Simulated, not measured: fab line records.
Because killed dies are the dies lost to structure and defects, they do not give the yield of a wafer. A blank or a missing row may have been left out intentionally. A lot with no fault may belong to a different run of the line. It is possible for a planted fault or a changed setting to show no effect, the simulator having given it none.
fab line records -- flow n5_finfet
record: lots: 7, wafers: 21
route steps=1938 shown BEOL_M4@1070 BEOL_M5@1142 BEOL_M6@1224 BEOL_M7@1299 BEOL_M8@1342
start_h: hours from the record's first day to the start of the lot's first wafer shown -- wait_h: hours elapsed since this lot's preceding step -- " unchanged from the row above -- L1.1+2: several wafers, shown together as one row -- - no value, or no start given -- * or withheld: withheld -- < > ~ a bound
route shown NAME@n: names a module that has steps shown in the file, with the first one's number in the route -- usual: mean/standard deviation of fault-free wafers -- same: alike in all rows -- chamber/n: place in a boat -- sites: the reading at each site -- _std_site: their standard deviation -- _edge_site: outer sites' mean less inner sites' -- radius_mm: for every site, how far away it sits from the centre of the wafer -- mask NAME#n: copy n -- behind: the most recent tool/chamber to have shaped the wafer -- hold: cause of the lot's hold/its duration in hours/its outcome -- device: names the non-switching transistor (n, p or np) -- end of line: the tests these same wafers got at the end of their route -- for a step that has no rows: nothing shown but its recipe -- killed: dies lost to structure and defects at the first sort, not the wafer's yield -- map: the dies of a wafer, with x for killed, . for not killed, _ for no die there
set.NAME: the setting as run; set.NAME@STEP: as run at that earlier step -- model.NAME: the simulator's own value behind a step, which no gauge read
one table per step and one row per wafer, for lots whose settings were changed on purpose
== steps ==
step: N5_BEOL_M4_TRENCH_ETCH_37
recipe: chemistry: C4F6/O2, target_depth_a: 555.55, target: SiOC, time_s: 29.2, ion_energy_ev: 250, pressure_mtorr: 30, source_w: 355, bias_w: 185, Ar_flow_sccm: 300, C4F6_flow_sccm: 10, O2_flow_sccm: 10
usual: rf_vpp_V: 662/6.9
lot.wafer,tool,chamber,start_h,wait_h,set.bias_w,rf_vpp_V,model.etch.depth_nm,model.BEOL_M4.feature_depth_nm
L076.1,rie_diel-03,2,-,-,210.4,746,57.81,57.8
L076.3,rie_diel-03,3,-,-,185,659,54.38,54.4
L076.6,rie_diel-03,1,-,-,185,665,55.08,55
L078.2,rie_diel-02,2,-,-,185,660,55.62,55.6
L078.3,rie_diel-02,3,-,-,185,670,55.06,55
L078.6,rie_diel-02,3,-,-,185,669,55.57,55.6
L080.1,rie_diel-03,3,-,-,162.8,594,52.38,52.4
L080.5,rie_diel-03,1,-,-,185,666,55.92,56
L080.6,rie_diel-03,3,-,-,162.8,597,52.54,52.6
L086.1,rie_diel-01,2,-,-,185,651,55.42,55.4
L086.4,rie_diel-01,0,-,-,185,658,55.94,56
L086.6,rie_diel-01,0,-,-,185,657,55.71,55.8
L085.1,rie_diel-01,1,-,-,185,655,56.41,56.4
L085.2,rie_diel-01,0,-,-,185,657,55.8,55.8
L085.4,rie_diel-01,1,-,-,185,657,55.94,56
L093.2,rie_diel-03,3,-,-,185,660,56.9,56.8
L093.5,rie_diel-03,1,-,-,185,665,55.71,55.8
L093.6,rie_diel-03,2,-,-,185,673,56.02,56
L094.1,rie_diel-01,3,-,-,185,671,56.34,56.4
L094.4,rie_diel-01,2,-,-,185,651,56.3,56.2
L094.6,rie_diel-01,0,-,-,215,740,59.49,59.4
step: N5_BEOL_M4_ETCH_41
recipe: chemistry: CH3F/O2, target: SiCN, target_depth_a: 299, taper_deg: 2, time_s: 52.5, ion_energy_ev: 120, mask_material: TiN, pressure_mtorr: 30, source_w: 395, bias_w: 75, Ar_flow_sccm: 150, CH3F_flow_sccm: 30, O2_flow_sccm: 20
step: N5_BEOL_M4_STRIP_97
recipe: chemistry: N2/H2, time_s: 10, power_w: 450, temp_c: 40, pressure_mtorr: 20, rf_frequency_hz: 6e+07, bias_power_w: 7, n2_flow_sccm: 200, h2_flow_sccm: 200
step: N5_BEOL_M4_OCD_MEAS_38
usual: trench_depth_nm: 55.7/0.59
lot.wafer,tool,chamber,start_h,wait_h,set.bias_w@BEOL_M4_TRENCH_ETCH_37,trench_depth_nm
L076.1,ocd-02,-,170.00,-,210.4,57.8
L076.3,ocd-02,-,170.00,-,185,53.8
L076.6,ocd-02,-,170.00,-,185,55.2
L078.2,ocd-02,-,182.06,-,185,55.5
L078.3,ocd-02,-,182.06,-,185,55.3
L078.6,ocd-02,-,182.06,-,185,55.6
L080.1,ocd-01,-,188.19,-,162.8,52.3
L080.5,ocd-01,-,188.19,-,185,55.9
L080.6,ocd-01,-,188.19,-,162.8,52.5
L086.1,ocd-02,-,222.42,-,185,55.5
L086.4,ocd-02,-,222.42,-,185,56.0
L086.6,ocd-02,-,222.42,-,185,55.9
L085.1,ocd-01,-,228.43,-,185,56.3
L085.2,ocd-01,-,228.43,-,185,55.9
L085.4,ocd-01,-,228.43,-,185,56.2
L093.2,ocd-01,-,272.65,-,185,57.0
L093.5,ocd-01,-,272.65,-,185,55.9
L093.6,ocd-01,-,272.65,-,185,56.0
L094.1,ocd-01,-,279.19,-,185,56.4
L094.4,ocd-01,-,279.19,-,185,56.3
L094.6,ocd-01,-,279.19,-,215,58.8
step: N5_BEOL_M5_COAT_22
recipe: resist: CAR-EUV, spin_rpm: 1500, resist_thk_nm: 30
lot.wafer,tool,chamber,start_h,wait_h,set.spin_rpm,model.CAR-EUV_of_BEOL_M5_COAT_22.thk_nm
L076.1,litho_track-03,0,-,-,1500,30
L076.3,litho_track-03,0,-,-,1589,29
L076.6,litho_track-03,0,-,-,1589,29.2
L078.2+3+6,litho_track-03,0,-,-,1500,30
L080.1,litho_track-03,0,-,-,1500,29.8
L080.5+6,litho_track-03,0,-,-,1428,30.6
L086.1,litho_track-03,0,-,-,1548,29.4
L086.4,litho_track-03,0,-,-,1500,29.8
L086.6,litho_track-03,0,-,-,1548,29.6
L085.1,litho_track-03,0,-,-,1500,29.8
L085.2,litho_track-03,0,-,-,1433,30.6
L085.4,litho_track-03,0,-,-,1500,30
L093.2+5+6,litho_track-02,0,-,-,1500,30
L094.1+6,litho_track-03,0,-,-,1630,28.8
L094.4,litho_track-03,0,-,-,1500,30
step: N5_BEOL_M5_EBR_24
recipe: solvent: PGMEA, ebr_width_mm: 1.5
step: N5_BEOL_M5_SOFTBAKE_23
recipe: temp_c: 110, time_s: 60, resist: CAR-EUV
step: N5_BEOL_M5_DESCUM_33
recipe: chemistry: O2, time_s: 7, source_power_w: 50, bias_power_w: 20, pressure_mtorr: 20, rf_frequency_hz: 2.712e+07, temp_c: 40, resist: CAR-EUV, o2_flow_sccm: 225
step: N5_BEOL_M5_ETCH_75
recipe: chemistry: N2/H2, target: underlayer, target_depth_a: 65, mask_material: CAR-EUV, time_s: 5.2, ion_energy_ev: 200, pressure_mtorr: 30, source_w: 840, bias_w: 150, n2_flow_sccm: 200, h2_flow_sccm: 200, ends: cleared
lot.wafer,tool,chamber,start_h,wait_h,set.spin_rpm@BEOL_M5_COAT_22,model.CAR-EUV_of_BEOL_M5_COAT_22.thk_nm
L076.1,rie_diel-05,0,179.08,0.0,1500,20.4
L076.3+6,rie_diel-05,1,179.08,0.0,1589,19.4
L078.2+3+6,rie_diel-06,"2,1,2",193.11,0.0,1500,20.4
L080.1,rie_diel-06,0,197.27,0.0,1500,20.2
L080.5+6,rie_diel-06,"1,2",197.27,0.0,1428,21
L086.1+6,rie_diel-04,"1,3",231.68,0.0,1548,19.8
L086.4,rie_diel-04,2,231.68,0.0,1500,20.2
L085.1,rie_diel-06,1,237.62,0.0,1500,20.2
L085.2,rie_diel-06,3,237.62,0.0,1433,21
L085.4,rie_diel-06,2,237.62,0.0,1500,20.4
L093.2+6,rie_diel-04,"2,1",281.26,0.0,1500,20.4
L093.5,rie_diel-04,2,281.26,0.0,1500,20.2
L094.1,rie_diel-06,2,290.79,0.0,1630,19.2
L094.4,rie_diel-06,3,290.79,0.0,1500,20.4
L094.6,rie_diel-06,3,290.79,0.0,1630,19
step: N5_BEOL_M5_ETCH_67
recipe: chemistry: CF4, target: SiARC, target_depth_a: 156, mask_material: CAR-EUV, time_s: 26, ion_energy_ev: 80, pressure_mtorr: 40, source_w: 545, bias_w: 36, Ar_flow_sccm: 100, cf4_flow_sccm: 100, ends: cleared
lot.wafer,tool,chamber,start_h,wait_h,set.spin_rpm@BEOL_M5_COAT_22,model.CAR-EUV_of_BEOL_M5_COAT_22.thk_nm
L076.1,rie_diel-05,0,179.10,0.0,1500,11.2
L076.3+6,rie_diel-05,1,179.10,0.0,1589,10.2
L078.2+3+6,rie_diel-06,"2,1,2",193.13,0.0,1500,11.2
L080.1,rie_diel-06,0,197.29,0.0,1500,11
L080.5+6,rie_diel-06,"1,2",197.29,0.0,1428,11.8
L086.1+6,rie_diel-04,"1,3",231.70,0.0,1548,10.6
L086.4,rie_diel-04,2,231.70,0.0,1500,11
L085.1,rie_diel-06,1,237.64,0.0,1500,11
L085.2,rie_diel-06,3,237.64,0.0,1433,11.8
L085.4,rie_diel-06,2,237.64,0.0,1500,11.2
L093.2+6,rie_diel-04,"2,1",281.28,0.0,1500,11.2
L093.5,rie_diel-04,2,281.28,0.0,1500,11
L094.1+6,rie_diel-06,"2,3",290.81,0.0,1630,10
L094.4,rie_diel-06,3,290.81,0.0,1500,11.2
step: N5_BEOL_M5_DEP_56
recipe: material: SiCN, target_thk_a: 80, temp_c: withheld, precursor: 3MS/NH3, pressure_torr: 3, rf_w: 202, time_s: 14
lot.wafer,tool,chamber,start_h,wait_h,set.time_s,model.SiCN_of_BEOL_M5_DEP_56.thk_nm
L076.1+3,pecvd-01,"1,2",186.95,0.0,14,8
L076.6,pecvd-01,0,186.95,0.0,14,8.2
L078.2+6,pecvd-03,"0,2",199.99,0.0,14,7.8
L078.3,pecvd-03,2,199.99,0.0,14,7.6
L080.1+5+6,pecvd-02,"1,2,1",204.70,0.0,14,8
L086.1,pecvd-02,1,239.44,0.0,14,8
L086.4+6,pecvd-02,"0,2",239.44,0.0,14,8.2
L085.1+4,pecvd-02,"2,1",244.64,0.0,12.76,7.2
L085.2,pecvd-02,1,244.64,0.0,14,7.8
L093.2,pecvd-03,0,288.20,0.0,13.03,7.2
L093.5,pecvd-03,0,288.20,0.0,14,8
L093.6,pecvd-03,1,288.20,0.0,13.03,7.4
L094.1,pecvd-02,2,298.54,0.0,14.66,8.4
L094.4,pecvd-02,0,298.54,0.0,14,8.2
L094.6,pecvd-02,2,298.54,0.0,14,7.8
step: N5_BEOL_M6_EXPOSE_25
recipe: mask_id: V5, na: 0.33, source_shape: annular, sigma_inner: 0.4, sigma_outer: 0.8, polarization: unpolarized, target_cd_nm: 40, dose_mj: 45
lot.wafer,tool,chamber,start_h,wait_h,mask,set.dose_mj
L076.1+3,euv_scanner-01,0,189.90,-,V5#0,45
L076.6,euv_scanner-01,0,189.90,-,V5#0,48.37
L078.2+3+6,euv_scanner-01,0,203.70,-,V5#0,45
L080.1+5,euv_scanner-01,0,208.47,-,V5#0,42.23
L080.6,euv_scanner-01,0,208.47,-,V5#0,45
L086.1,euv_scanner-02,0,245.02,-,V5#0,46.76
L086.4+6,euv_scanner-02,0,245.02,-,V5#0,45
L085.1,euv_scanner-02,0,248.12,-,V5#0,45
L085.2+4,euv_scanner-02,0,248.12,-,V5#0,41.79
L093.2,euv_scanner-01,0,290.44,-,V5#0,45
L093.5+6,euv_scanner-01,0,290.44,-,V5#0,42.64
L094.1+4,euv_scanner-02,0,304.68,-,V5#0,45
L094.6,euv_scanner-02,0,304.68,-,V5#0,43.46
step: N5_BEOL_M6_PEB_26
recipe: peb_temp_c: 100, peb_time_s: 60, resist: CAR-EUV
step: N5_BEOL_M6_DEVELOP_27
recipe: develop_time_s: 30, developer: TMAH, resist: CAR-EUV, rinse_liquid: surfactant_rinse, dry: air_spin, dev_temp_c: 23
step: N5_BEOL_M6_CD_MEAS_28
recipe: target_cd_nm: 40, landing_energy_ev: 500, detector: se_inlens
usual: cd_nm: 39.98/0.21
lot.wafer,tool,chamber,start_h,wait_h,set.dose_mj@BEOL_M6_EXPOSE_25,cd_nm
L076.1,cd_sem-02,0,190.04,-,45,39.88
L076.3,cd_sem-02,0,190.04,-,45,39.58
L076.6,cd_sem-02,0,190.04,-,48.37,41.93
L078.2,cd_sem-01,0,203.83,-,45,40.20
L078.3,cd_sem-01,0,203.83,-,45,39.81
L078.6,cd_sem-01,0,203.83,-,45,40.40
L080.1,cd_sem-03,0,208.60,-,42.23,38.35
L080.5,cd_sem-03,0,208.60,-,42.23,38.27
L080.6,cd_sem-03,0,208.60,-,45,40.32
L086.1,cd_sem-02,0,245.16,-,46.76,40.97
L086.4,cd_sem-02,0,245.16,-,45,39.74
L086.6,cd_sem-02,0,245.16,-,45,39.88
L085.1,cd_sem-03,0,248.25,-,45,39.78
L085.2,cd_sem-03,0,248.25,-,41.79,38.05
L085.4,cd_sem-03,0,248.25,-,41.79,38.42
L093.2,cd_sem-02,0,290.56,-,45,40.55
L093.5,cd_sem-02,0,290.56,-,42.64,38.79
L093.6,cd_sem-02,0,290.56,-,42.64,38.50
L094.1,cd_sem-02,0,304.81,-,45,40.41
L094.4,cd_sem-02,0,304.81,-,45,40.18
L094.6,cd_sem-02,0,304.81,-,43.46,39.49
step: N5_BEOL_M6_DESCUM_33
recipe: chemistry: O2, time_s: 7, source_power_w: 50, bias_power_w: 20, pressure_mtorr: 20, rf_frequency_hz: 2.712e+07, temp_c: 40, resist: CAR-EUV, o2_flow_sccm: 225
lot.wafer,tool,chamber,start_h,wait_h,set.dose_mj@BEOL_M6_EXPOSE_25,model.BEOL_M6.cd_nm
L076.1+3,rie_diel-01,"3,2",190.16,0.0,45,40
L076.6,rie_diel-01,0,190.16,0.0,48.37,41.6
L078.2+3+6,rie_diel-02,"2,0,2",203.95,0.0,45,40
L080.1+5,rie_diel-03,"1,2",208.75,0.1,42.23,38.4
L080.6,rie_diel-03,0,208.75,0.1,45,40
L086.1,rie_diel-03,0,245.30,0.0,46.76,41
L086.4+6,rie_diel-03,2,245.30,0.0,45,40
L085.1,rie_diel-03,0,248.37,0.0,45,40
L085.2,rie_diel-03,2,248.37,0.0,41.79,38
L085.4,rie_diel-03,1,248.37,0.0,41.79,38.2
L093.2,rie_diel-03,1,290.68,0.0,45,39.8
L093.5,rie_diel-03,2,290.68,0.0,42.64,38.8
L093.6,rie_diel-03,3,290.68,0.0,42.64,38.6
L094.1+4,rie_diel-03,"2,3",305.30,0.4,45,40.2
L094.6,rie_diel-03,0,305.30,0.4,43.46,39.4
step: N5_BEOL_M6_ETCH_72
recipe: chemistry: N2/H2, target: underlayer, target_depth_a: 65, mask_material: CAR-EUV, time_s: 5.2, ion_energy_ev: 200, pressure_mtorr: 30, source_w: 840, bias_w: 150, n2_flow_sccm: 200, h2_flow_sccm: 200, ends: cleared
step: N5_BEOL_M6_ETCH_65
recipe: chemistry: CF4, target: SiARC, target_depth_a: 156, mask_material: CAR-EUV, time_s: 26, ion_energy_ev: 80, pressure_mtorr: 40, source_w: 545, bias_w: 36, Ar_flow_sccm: 100, cf4_flow_sccm: 100, ends: cleared
lot.wafer,tool,chamber,start_h,wait_h,set.dose_mj@BEOL_M6_EXPOSE_25,model.BEOL_M6.cd_nm
L076.1,rie_diel-01,3,190.21,0.0,45,40
L076.3,rie_diel-01,2,190.21,0.0,45,40.2
L076.6,rie_diel-01,0,190.21,0.0,48.37,42
L078.2,rie_diel-02,2,204.00,0.0,45,40.2
L078.3+6,rie_diel-02,"0,2",204.00,0.0,45,40
L080.1,rie_diel-03,1,208.80,0.0,42.23,38.4
L080.5,rie_diel-03,2,208.80,0.0,42.23,38.6
L080.6,rie_diel-03,0,208.80,0.0,45,40
L086.1,rie_diel-03,0,245.35,0.0,46.76,41.2
L086.4+6,rie_diel-03,2,245.35,0.0,45,40
L085.1,rie_diel-03,0,248.42,0.0,45,40.2
L085.2,rie_diel-03,2,248.42,0.0,41.79,38
L085.4,rie_diel-03,1,248.42,0.0,41.79,38.2
L093.2,rie_diel-03,1,290.74,0.0,45,39.8
L093.5+6,rie_diel-03,"2,3",290.74,0.0,42.64,38.8
L094.1+4,rie_diel-03,"2,3",305.35,0.0,45,40.2
L094.6,rie_diel-03,0,305.35,0.0,43.46,39.4
step: N5_BEOL_M6_ETCH_66
recipe: chemistry: N2/H2, target: SOC, target_depth_a: 800, overetch_a: 160, mask_material: SiARC, temp_c: 40, time_s: 120, ion_energy_ev: 200, pressure_mtorr: 30, source_w: 840, bias_w: 150, n2_flow_sccm: 200, h2_flow_sccm: 200
lot.wafer,tool,chamber,start_h,wait_h,set.dose_mj@BEOL_M6_EXPOSE_25,model.BEOL_M6.cd_nm
L076.1,rie_diel-01,3,190.24,0.0,45,40.2
L076.3,rie_diel-01,2,190.24,0.0,45,40.4
L076.6,rie_diel-01,0,190.24,0.0,48.37,42.2
L078.2+3+6,rie_diel-02,"2,0,2",204.03,0.0,45,40
L080.1,rie_diel-03,1,208.83,0.0,42.23,38.6
L080.5,rie_diel-03,2,208.83,0.0,42.23,38.4
L080.6,rie_diel-03,0,208.83,0.0,45,40
L086.1,rie_diel-03,0,245.38,0.0,46.76,41.2
L086.4,rie_diel-03,2,245.38,0.0,45,40
L086.6,rie_diel-03,2,245.38,0.0,45,39.8
L085.1,rie_diel-03,0,248.45,0.0,45,40
L085.2,rie_diel-03,2,248.45,0.0,41.79,38
L085.4,rie_diel-03,1,248.45,0.0,41.79,38.2
L093.2,rie_diel-03,1,290.76,0.0,45,40
L093.5,rie_diel-03,2,290.76,0.0,42.64,38.8
L093.6,rie_diel-03,3,290.76,0.0,42.64,39
L094.1,rie_diel-03,2,305.38,0.0,45,40.2
L094.4,rie_diel-03,3,305.38,0.0,45,40.4
L094.6,rie_diel-03,0,305.38,0.0,43.46,39.6
step: N5_BEOL_M7_DESCUM_33
recipe: chemistry: O2, time_s: 7, source_power_w: 50, bias_power_w: 20, pressure_mtorr: 20, rf_frequency_hz: 2.712e+07, temp_c: 40, resist: CAR-EUV, o2_flow_sccm: 225
lot.wafer,tool,chamber,start_h,wait_h,set.time_s,model.CAR-EUV_of_BEOL_M7_COAT_22.thk_nm
L076.1+6,rie_diel-05,"3,2",197.19,0.0,7,26
L076.3,rie_diel-05,2,197.19,0.0,8.24,25.6
L078.2+3+6,rie_diel-05,"3,1,2",211.34,0.0,7,26
L080.1+5+6,rie_diel-04,"0,2,3",216.29,0.0,7,26
L086.1,rie_diel-06,2,254.26,0.1,5.646,26.6
L086.4+6,rie_diel-06,"3,2",254.26,0.1,7,26
L085.1+4,rie_diel-06,"3,2",257.97,0.0,6.118,26.6
L085.2,rie_diel-06,1,257.97,0.0,7,26
L093.2+6,rie_diel-05,"2,1",298.41,0.0,5.808,26.6
L093.5,rie_diel-05,2,298.41,0.0,7,26
L094.1+4,rie_diel-05,"1,0",313.10,0.2,7,26
L094.6,rie_diel-05,2,313.10,0.2,5.918,26.6
step: N5_BEOL_M7_ETCH_72
recipe: chemistry: N2/H2, target: underlayer, target_depth_a: 65, mask_material: CAR-EUV, time_s: 5.2, ion_energy_ev: 200, pressure_mtorr: 30, source_w: 840, bias_w: 150, n2_flow_sccm: 200, h2_flow_sccm: 200, ends: cleared
step: N5_BEOL_M7_ETCH_65
recipe: chemistry: CF4, target: SiARC, target_depth_a: 156, mask_material: CAR-EUV, time_s: 26, ion_energy_ev: 80, pressure_mtorr: 40, source_w: 545, bias_w: 36, Ar_flow_sccm: 100, cf4_flow_sccm: 100, ends: cleared
lot.wafer,tool,chamber,start_h,wait_h,set.time_s@BEOL_M7_DESCUM_33,model.CAR-EUV_of_BEOL_M7_COAT_22.thk_nm
L076.1+6,rie_diel-05,"3,2",197.24,0.0,7,11.2
L076.3,rie_diel-05,2,197.24,0.0,8.24,10.6
L078.2+3+6,rie_diel-05,"3,1,2",211.39,0.0,7,11
L080.1+5+6,rie_diel-04,"0,2,3",216.34,0.0,7,11
L086.1,rie_diel-06,2,254.32,0.0,5.646,11.6
L086.4,rie_diel-06,3,254.32,0.0,7,11
L086.6,rie_diel-06,2,254.32,0.0,7,11.2
L085.1+4,rie_diel-06,"3,2",258.02,0.0,6.118,11.6
L085.2,rie_diel-06,1,258.02,0.0,7,11.2
L093.2,rie_diel-05,2,298.46,0.0,5.808,11.6
L093.5,rie_diel-05,2,298.46,0.0,7,11
L093.6,rie_diel-05,1,298.46,0.0,5.808,11.8
L094.1+4,rie_diel-05,"1,0",313.15,0.0,7,11.2
L094.6,rie_diel-05,2,313.15,0.0,5.918,11.6
step: N5_BEOL_M7_ETCH_41
recipe: chemistry: CH3F/O2, target: SiCN, target_depth_a: 319, taper_deg: 2, time_s: 57.8, ion_energy_ev: 120, mask_material: TiN, pressure_mtorr: 30, source_w: 395, bias_w: 75, Ar_flow_sccm: 150, CH3F_flow_sccm: 30, O2_flow_sccm: 20
usual: rf_vpp_V: 297.3/1.4
lot.wafer,tool,chamber,start_h,wait_h,set.source_w,rf_vpp_V,model.etch.depth_nm
L076.1,rie_diel-05,3,-,-,339.8,311.7,20.46
L076.3,rie_diel-05,2,-,-,339.8,313.8,20.57
L076.6,rie_diel-05,2,-,-,395,297.9,21.69
L078.2,rie_diel-05,3,-,-,395,295.7,22.03
L078.3,rie_diel-05,1,-,-,395,295.4,22.01
L078.6,rie_diel-05,2,-,-,395,298.0,21.91
L080.1,rie_diel-04,0,-,-,440.3,285.0,22.95
L080.5,rie_diel-04,2,-,-,395,296.5,22.08
L080.6,rie_diel-04,3,-,-,395,296.9,21.69
L086.1,rie_diel-06,2,-,-,395,299.7,21.41
L086.4,rie_diel-06,3,-,-,395,298.7,21.64
L086.6,rie_diel-06,2,-,-,456,284.8,22.75
L085.1,rie_diel-06,3,-,-,353.4,310.3,20.89
L085.2,rie_diel-06,1,-,-,353.4,307.2,20.73
L085.4,rie_diel-06,2,-,-,353.4,310.1,20.68
L093.2,rie_diel-05,2,-,-,444,286.1,22.5
L093.5,rie_diel-05,2,-,-,444,287.9,22.62
L093.6,rie_diel-05,1,-,-,395,295.6,21.85
L094.1,rie_diel-05,1,-,-,461.5,280.2,23.14
L094.4,rie_diel-05,0,-,-,395,298.9,20.97
L094.6,rie_diel-05,2,-,-,461.5,281.5,22.91
step: N5_BEOL_M8_EXPOSE_08
recipe: mask_id: M8, na: 1.35, source_shape: dipole, sigma_inner: 0.817, sigma_outer: 0.97, polarization: te, dose_mj: 68.25
lot.wafer,tool,chamber,start_h,wait_h,mask,set.dose_mj
L076.1+6,arfi_scanner-01,0,203.14,-,M8#0,69.66
L076.3,arfi_scanner-01,0,203.14,-,M8#0,68.25
L078.2+3+6,arfi_scanner-03,0,216.27,-,M8#0,68.25
L080.1+5,arfi_scanner-02,0,221.93,-,M8#0,73.21
L080.6,arfi_scanner-02,0,221.93,-,M8#0,68.25
L086.1+4,arfi_scanner-03,0,259.55,-,M8#0,71.67
L086.6,arfi_scanner-03,0,259.55,-,M8#0,68.25
L085.1+2,arfi_scanner-01,0,261.67,-,M8#0,64.91
L085.4,arfi_scanner-01,0,261.67,-,M8#0,68.25
L093.2,arfi_scanner-02,0,305.93,-,M8#0,66.19
L093.5+6,arfi_scanner-02,0,305.93,-,M8#0,68.25
L094.1+4+6,arfi_scanner-02,0,318.06,-,M8#0,68.25
== key ==
split: step: N5_BEOL_M4_TRENCH_ETCH_37, setting: bias_w, stated: 185, by: wafer
response: step: N5_BEOL_M4_TRENCH_ETCH_37, reading: rf_vpp_V, change: +5.5, per: 1%, r: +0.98
response: step: N5_BEOL_M4_TRENCH_ETCH_37, reading: model.etch.depth_nm, change: +0.227, per: 1%, r: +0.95
response: step: N5_BEOL_M4_TRENCH_ETCH_37, reading: model.BEOL_M4.feature_depth_nm, change: +0.226, per: 1%, r: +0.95
response: step: N5_BEOL_M4_OCD_MEAS_38, reading: trench_depth_nm, change: +0.214, per: 1%, r: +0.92
split: step: N5_BEOL_M5_COAT_22, setting: spin_rpm, stated: 1500, by: wafer
response: step: N5_BEOL_M5_COAT_22, reading: model.CAR-EUV_of_BEOL_M5_COAT_22.thk_nm, change: -0.145, per: 1%, r: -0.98
response: step: N5_BEOL_M5_ETCH_75, reading: model.CAR-EUV_of_BEOL_M5_COAT_22.thk_nm, change: -0.156, per: 1%, r: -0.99
response: step: N5_BEOL_M5_ETCH_67, reading: model.CAR-EUV_of_BEOL_M5_COAT_22.thk_nm, change: -0.15, per: 1%, r: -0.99
split: step: N5_BEOL_M5_DEP_56, setting: time_s, stated: 14, by: wafer
response: step: N5_BEOL_M5_DEP_56, reading: model.SiCN_of_BEOL_M5_DEP_56.thk_nm, change: +0.081, per: 1%, r: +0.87
split: step: N5_BEOL_M6_EXPOSE_25, setting: dose_mj, stated: 45, by: wafer
response: step: N5_BEOL_M6_CD_MEAS_28, reading: cd_nm, change: +0.287, per: 1%, r: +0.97
response: step: N5_BEOL_M6_DESCUM_33, reading: model.BEOL_M6.cd_nm, change: +0.24, per: 1%, r: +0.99
response: step: N5_BEOL_M6_ETCH_65, reading: model.BEOL_M6.cd_nm, change: +0.256, per: 1%, r: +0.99
response: step: N5_BEOL_M6_ETCH_66, reading: model.BEOL_M6.cd_nm, change: +0.252, per: 1%, r: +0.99
split: step: N5_BEOL_M7_DESCUM_33, setting: time_s, stated: 7, by: wafer
response: step: N5_BEOL_M7_DESCUM_33, reading: model.CAR-EUV_of_BEOL_M7_COAT_22.thk_nm, change: -0.0333, per: 1%, r: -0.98
response: step: N5_BEOL_M7_ETCH_65, reading: model.CAR-EUV_of_BEOL_M7_COAT_22.thk_nm, change: -0.0316, per: 1%, r: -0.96
split: step: N5_BEOL_M7_ETCH_41, setting: source_w, stated: 395, by: wafer
response: step: N5_BEOL_M7_ETCH_41, reading: rf_vpp_V, change: -0.971, per: 1%, r: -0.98
response: step: N5_BEOL_M7_ETCH_41, reading: model.etch.depth_nm, change: +0.0906, per: 1%, r: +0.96
split: step: N5_BEOL_M8_EXPOSE_08, setting: dose_mj, stated: 68.25, by: wafer
response none in this file
